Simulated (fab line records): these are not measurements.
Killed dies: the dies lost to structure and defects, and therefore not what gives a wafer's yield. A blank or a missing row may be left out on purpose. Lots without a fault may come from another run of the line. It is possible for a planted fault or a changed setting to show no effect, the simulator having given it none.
Split-lot study + flow n5-finfet + route with 1938 steps; 7 lots, 21 wafers read

## SPLIT DETAILS
At N5_BEOL_M5_DEP_56 (deposits SiCN from 3MS/NH3, target thk 8 nm, time 14 s), the setting time-s was moved away from the recipe's 14 s on 5 of the 21 wafers read, by -12.7% to +11.7%. All remaining wafers had this setting at the recipe value.

The reading comes from the split's own step.

## THE READING
SiCN_of_BEOL_M5_DEP_56.thk-nm (the simulator's own value, which no gauge read), in nm, at N5_BEOL_M5_DEP_56 (deposits SiCN from 3MS/NH3, target thk 8 nm, time 14 s). The file does not state a usual value for it. Average 8.0 nm, standard deviation 0.16 nm, over the 16 wafers here run with the recipe.

| wafer  | tool, chamber at the split | time-s as run, s | against the recipe | SiCN_of_BEOL_M5_DEP_56.thk-nm, nm | against lot-mates on the recipe |
|--------|----------------------------|------------------|--------------------|-----------------------------------|---------------------------------|
| L074.3 | pecvd-02, 0                | 14               | recipe             | 8                                 | -                               |
| L074.4 | pecvd-02, 2                | 15.64            | +11.7%             | 9.2                               | +1.1                            |
| L074.6 | pecvd-02, 1                | 14               | recipe             | 8.2                               | -                               |
| L078.3 | pecvd-03, 2                | 14               | recipe             | 7.6                               | -                               |
| L078.4 | pecvd-03, 0                | 15.17            | +8.4%              | 8.6                               | +0.8                            |
| L078.5 | pecvd-03, 1                | 14               | recipe             | 8                                 | -                               |
| L080.1 | pecvd-02, 1,2,1            | 14               | recipe             | 8                                 | -                               |
| L080.5 | pecvd-02, 1,2,1            | 14               | recipe             | 8                                 | -                               |
| L080.6 | pecvd-02, 1,2,1            | 14               | recipe             | 8                                 | -                               |
| L083.1 | pecvd-02, 2                | 12.98            | -7.3%              | 7.4                               | -0.8                            |
| L083.4 | pecvd-02, 2                | 14               | recipe             | 8.2                               | -                               |
| L083.5 | pecvd-02, 1                | 12.98            | -7.3%              | 7.8                               | -0.4                            |
| L084.3 | pecvd-03, 0,1              | 14               | recipe             | 8                                 | -                               |
| L084.4 | pecvd-03, 0,1              | 14               | recipe             | 8                                 | -                               |
| L084.5 | pecvd-03, 2                | 12.22            | -12.7%             | 6.8                               | -1.2                            |
| L093.2 | pecvd-03, 0,2              | 14               | recipe             | 7.8                               | -                               |
| L093.4 | pecvd-03, 0,2              | 14               | recipe             | 7.8                               | -                               |
| L093.6 | pecvd-03, 1                | 14               | recipe             | 8                                 | -                               |
| L094.2 | pecvd-02, 1,2              | 14               | recipe             | 7.8                               | -                               |
| L094.6 | pecvd-02, 1,2              | 14               | recipe             | 7.8                               | -                               |
| L094.5 | pecvd-02, 1                | 14               | recipe             | 8.2                               | -                               |
The file does not say which wafer passed through which chamber wherever a row lists several chambers: such a row stands for several wafers.

FIT RESULTS
A straight line over all 21 wafers: SiCN_of_BEOL_M5_DEP_56.thk-nm changes by +0.0844 nm for each +1% of time-s; r = +0.91; the points scatter about the line by 0.19 nm.
The same after taking each lot's own level away (the mean of its wafers on the recipe; 21 wafers): +0.0919 nm for each +1%; r = +0.96; scatter 0.13 nm.
According to that fit, moving time-s by its largest amount changes the reading by 1.2 nm.
From 7.80 to 8.20 nm: that is the span of the lots' own levels, equal to 2.5 times the standard deviation above.
The two slopes agree, so the slope changes little with the lot-to-lot level.
Check: with one of the wafers moved furthest among these (-12.7%) left out of the fit, the line predicts -1.14 nm for it against its lot-mates. Against them it came out at -1.2 nm.

## OTHER SPLITS ON THESE WAFERS
Other splits were also applied to these wafers ahead of the reading. Each is held against what the fit with the lots' levels taken away leaves over:
| other split on the same wafers | wafers away from the commonest value | r with SiCN_of_BEOL_M5_DEP_56.thk-nm (lot level and that fit taken away) |
|--------------------------------|--------------------------------------|--------------------------------------------------------------------------|
| N5_BEOL_M1_COAT_22 spin-rpm    | 10                                   | +0.18                                                                    |
| N5_BEOL_M2_PECVD_72 temp-c     | 7                                    | +0.24                                                                    |
| N5_BEOL_M3_COAT_67 spin-rpm    | 7                                    | +0.04                                                                    |
| N5_BEOL_M3_EXPOSE_25 dose-mj   | 7                                    | +0.35                                                                    |

## THE FILE'S OWN FIT
SiCN_of_BEOL_M5_DEP_56.thk-nm changes by +0.0929 nm for each +1% of time-s, r = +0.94.
